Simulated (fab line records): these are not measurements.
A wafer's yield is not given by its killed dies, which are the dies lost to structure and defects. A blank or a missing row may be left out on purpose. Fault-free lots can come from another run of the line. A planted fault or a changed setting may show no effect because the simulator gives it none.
Lot-split experiment	flow n5-finfet	39 wafers read from 7 lots, route of 1938 steps

THE SPLIT
At N5_DUMMY_GATE_ETCH_31 (etches SiO2 in C4F6/O2, target depth 82.5 nm, time 27.5 s), the setting target-depth-a was moved away from the recipe's 825 angstrom on 6 of the 39 wafers read, by -11.6% to +4.8%. For the rest of the wafers, this setting stayed at what the recipe calls for.

The split's own step is where the reading is taken.

THE READING
etch.depth-nm (the simulator's own value, which no gauge read), in nm, at N5_DUMMY_GATE_ETCH_31 (etches SiO2 in C4F6/O2, target depth 82.5 nm, time 27.5 s). The file gives no usual value for it. Here, 33 wafers ran the recipe; their average is 82.05 nm with a standard deviation of 0.98 nm.

wafer	tool, chamber at the split	target-depth-a as run, angstrom	against the recipe	etch.depth-nm, nm	against lot-mates on the recipe
L077.1	rie-diel-04, 3	825	recipe	81.16	-
L077.2	rie-diel-04, 1	729.3	-11.6%	74.89	-7.27
L077.3	rie-diel-04, 2	825	recipe	82.25	-
L077.4	rie-diel-04, 0	729.3	-11.6%	73.56	-8.60
L077.5	rie-diel-04, 3	729.3	-11.6%	71.8	-10.36
L077.6	rie-diel-04, 0	825	recipe	83.07	-
L078.1	rie-diel-03, 1	825	recipe	81.9	-
L078.2	rie-diel-03, 2	825	recipe	80.95	-
L078.3	rie-diel-03, 3	825	recipe	83.98	-
L078.4	rie-diel-03, 0	825	recipe	82.7	-
L078.5	rie-diel-03, 1	825	recipe	82.42	-
L078.6	rie-diel-03, 0	825	recipe	82.83	-
L080.1	rie-diel-05, 1	825	recipe	82.79	-
L080.2	rie-diel-05, 3	864.3	+4.8%	85.5	+3.54
L080.3	rie-diel-05, 2	864.3	+4.8%	86.05	+4.09
L080.4	rie-diel-05, 0	864.3	+4.8%	85.85	+3.89
L080.5	rie-diel-05, 1	825	recipe	81.19	-
L080.6	rie-diel-05, 2	825	recipe	81.9	-
L082.1	rie-diel-05, 3	825	recipe	81.91	-
L082.2	rie-diel-05, 2	825	recipe	83.17	-
L082.3	rie-diel-05, 1	825	recipe	81.94	-
L082.4	rie-diel-05, 0	825	recipe	82.1	-
L082.5	rie-diel-05, 0	825	recipe	82.08	-
L082.6	rie-diel-05, 1	825	recipe	82.21	-
L084.1	rie-diel-03, 0	825	recipe	82.37	-
L084.2	rie-diel-03, 3	825	recipe	84.38	-
L084.3	rie-diel-03, 1	825	recipe	81.29	-
L084.4	rie-diel-03, 0	825	recipe	82.22	-
L084.5	rie-diel-03, 1	825	recipe	82	-
L084.6	rie-diel-03, 3	825	recipe	83.14	-
L089.1	rie-diel-04, 3	825	recipe	80.36	-
L089.6	rie-diel-04, 3	825	recipe	80.36	-
L089.2	rie-diel-04, 2	825	recipe	82.97	-
L089.3	rie-diel-04, 1	825	recipe	82.85	-
L089.4	rie-diel-04, 0	825	recipe	81.29	-
L089.5	rie-diel-04, 0	825	recipe	81.14	-
L092.2	rie-diel-05, 0	825	recipe	80.56	-
L092.3	rie-diel-05, 1	825	recipe	80.44	-
L092.5	rie-diel-05, 2	825	recipe	81.57	-

FIT RESULTS
A straight line over all 39 wafers: etch.depth-nm changes by +0.751 nm for each +1% of target-depth-a; r = +0.94; the points scatter about the line by 1 nm.
The same after taking each lot's own level away (the mean of its wafers on the recipe; 39 wafers): +0.762 nm for each +1%; r = +0.95; scatter 0.86 nm.
On that fit, the largest move of target-depth-a shifts the reading by 8.8 nm.
Across the lots, their own levels run from 80.857 to 82.567 nm, a range of 1.7 times the standard deviation given above.
Hence the lot-to-lot level has little effect on the slope; both slopes agree.
Check: for one of the wafers moved furthest among these (-11.6%), held out of the fit, the line's prediction against its lot-mates is -9.46 nm. It came out at -7.27 nm against them.

ADDITIONAL SPLITS CARRIED BY THESE WAFERS
Before the reading, these wafers also passed through other splits. Each is held against what the fit with the lots' levels taken away leaves over:
other split on the same wafers	wafers away from the commonest value	r with etch.depth-nm (lot level and that fit taken away)
N5_FIN_CUT_CUT_ETCH_26 target-depth-a	18	-0.05

FILE'S OWN FIT
etch.depth-nm changes by +0.762 nm for each +1% of target-depth-a, r = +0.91.
